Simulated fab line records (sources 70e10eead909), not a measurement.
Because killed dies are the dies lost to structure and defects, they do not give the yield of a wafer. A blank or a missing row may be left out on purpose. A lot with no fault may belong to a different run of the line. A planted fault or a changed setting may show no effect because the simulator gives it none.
Comparing a struck lot with a sound one ; flow nand-harc ; 16 out of 1302 route steps
Sound: wafers L329.2, L329.3, L329.5. Struck: wafer L321.6; the same lot's L321.1 was not struck, so it is left out; see the end for the cause.
Each step with rows lists, per side, the tool, then ch with its chambers, then its first start. Under that, the readings that differ: sound wafers ; struck wafers ; difference of the means ; sigmas: that difference in standard deviations of wafers without a fault.
alike: readings whose means differ by less than 2 such deviations, and words and numbers that are the same on both sides. not compared: withheld readings, readings that some wafer has no value for, bounds like >300 that may hide the same value, and numbers for which the record gives no deviation and whose values overlap.
Wherever a step has rows on one side only, a row that says differs or no value, or a row with sigmas, the two part there. When numbers do not overlap yet have no deviation, they are printed without sigmas and do not part them. A reading that every wafer of one side lacks parts them only if that side has two wafers or more.

NHARC_A_ONON_D2_THK_MEAS_08: measures by ellipsometry.
  sound: film-metro-01 at day 20 10:29; struck: film-metro-01 at day 16 23:02
  alike: thk-nm
then, no rows for these wafers at 1 step: NHARC_A_ONON_D2_DEP_09 (target thk 1000 nm).
NHARC_A_ONON_D2_THK_MEAS_11: measures by ellipsometry.
  sound: film-metro-01 at day 20 11:03; struck: film-metro-01 at day 16 23:37
  alike: thk-nm
then, no rows for these wafers at 1 step: NHARC_A_ONON_D2_DEP_12 (target thk 1000 nm).
NHARC_A_ONON_D2_THK_MEAS_14: measures by ellipsometry.
  sound: film-metro-02 at day 20 11:37; struck: film-metro-01 at day 17 00:11
  alike: thk-nm
then, 2 steps without rows for these wafers: NHARC_A_ONON_D2_ANNEAL_15 (time 3600 s); NHARC_A_ONON_D2_DEP_16 (target thk 1000 nm).
NHARC_A_ONON_D2_THK_MEAS_18: measures by ellipsometry.
  sound: film-metro-02 at day 20 19:24; struck: film-metro-02 at day 17 08:40
  alike: thk-nm
then, no rows for these wafers at 1 step: NHARC_A_ONON_D2_DEP_19 (target thk 1000 nm).
NHARC_A_ONON_D2_THK_MEAS_21: measures by ellipsometry.
  sound: film-metro-02 at day 20 19:58; struck: film-metro-01 at day 17 09:14
  alike: thk-nm
then, no rows for these wafers at 1 step: NHARC_A_ONON_D2_DEP_22 (target thk 1000 nm).
NHARC_A_ONON_D2_THK_MEAS_24: measures by ellipsometry.
  sound: film-metro-02 at day 20 20:32; struck: film-metro-01 at day 17 09:48
  alike: thk-nm
NHARC_A_ONON_D2_DEP_25: target thk 1000 nm.
  sound on pecvd-onon-04 ch 0, day 20 20:38; struck on pecvd-onon-04 ch 0, day 17 09:52
reading;sound;struck;difference;sigmas
sih4-flow-sccm (sccm);210.9 211.0 210.6;209.2;-1.6;-3
NHARC_A_ONON_D2_THK_MEAS_27: measures by ellipsometry.
  sound: film-metro-01 at day 20 21:05; struck: film-metro-02 at day 17 10:23
reading;sound;struck;difference;sigmas
thk-nm (nm);1009 1010 1010;677;-333;-36
then, no rows for these wafers at 1 step: NHARC_A_ONON_D2_DEP_28 (target thk 1000 nm).
-- the record jumps here: 12 days lie between the struck wafers' starts before and after (it left off in module A_ONON_D2 and takes up again in module END, whose first step shown is number 1302 of the route) --
NHARC_END_SORT_01:
  only the struck wafers appear in the record here, on prober-02 ch 0 at day 29 00:05; the sound ones have no rows

## WHERE THEY PART
First at NHARC_A_ONON_D2_DEP_25; last, within this record, at NHARC_END_SORT_01.

WHY: the cause the simulator had injected
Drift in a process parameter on pecvd-onon-04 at NHARC_A_ONON_D2_DEP_25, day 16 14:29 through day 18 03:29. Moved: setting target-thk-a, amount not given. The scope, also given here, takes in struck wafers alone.
